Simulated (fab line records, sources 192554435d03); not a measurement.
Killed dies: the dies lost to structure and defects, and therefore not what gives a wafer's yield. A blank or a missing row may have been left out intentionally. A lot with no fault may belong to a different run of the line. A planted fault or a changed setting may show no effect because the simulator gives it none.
Matching of chambers -- flow n5_finfet -- rie_diel-05 running N5_BEOL_M6_STRIP_36: 3 sister chambers
The step strips in N2/H2. 16 wafers are shown with their chamber, then 6 later ones without.

== WAFERS WITH THEIR CHAMBER ==
wafer,chamber,showerhead_plenum_p_Torr (Torr),drypump_motor_current_A (A),throttle_valve_pct (%)
L077.3,3,2.71,5.7,23.54
L077.4,1,2.42,5.5,23.84
L077.6,1,2.42,5.5,23.86
L078.2,2,2.63,5.9,23.70
L078.4,3,2.70,5.7,23.56
L078.5,2,2.63,5.9,23.69
L081.1,3,2.70,5.7,23.54
L081.2,1,2.42,5.5,23.91
L081.5,2,2.63,5.9,23.70
L084.1,1,2.41,5.5,23.89
L084.5,3,2.70,5.7,23.59
L084.6,2,2.62,5.9,23.72
L088.2,3,2.70,5.7,23.57
L088.5,3,2.69,5.7,23.59
L088.6,2,2.62,5.9,23.70
L087.1,3,2.69,5.8,23.59

SIGNATURES (means of the wafers above)
reading,chamber 1,chamber 2,chamber 3,scatter within a chamber
showerhead_plenum_p_Torr,2.4175,2.6260,2.6986,0.00608
drypump_motor_current_A,5.500,5.900,5.714,0.0257
throttle_valve_pct,23.8750,23.7020,23.5686,0.0223
Rule: for each reading, subtract the chamber's mean from the wafer's reading, divide by that reading's scatter and square the result; add these up over the readings and take the root, which gives the wafer's distance from the chamber. The wafer belongs to the nearest chamber; if the next one is less than 2 further off, it can't be placed. How the scatter is found: for the shown wafers, subtract from each reading the mean of its chamber, square and add these, divide the total by (wafers less chambers), then take the root.

== WAFERS WHOSE CHAMBER IS MISSING ==
wafer,showerhead_plenum_p_Torr (Torr),drypump_motor_current_A (A),throttle_valve_pct (%)
L087.2,2.62,5.9,23.72
L087.6,2.70,5.8,23.58
L090.2,2.62,5.9,23.70
L090.4,2.41,5.5,23.90
L089.4,2.62,5.9,23.72
L089.5,2.62,5.9,23.72

== THE CHAMBER EACH PASSED THROUGH ==
wafer,from the rows above,in truth
L087.2,2,2
L087.6,3,3
L090.2,2,2
L090.4,1,1
L089.4,2,2
L089.5,2,2
Correct placement for 6 of the 6. Left unplaced by these rows: 0. Placed wrongly: 0.
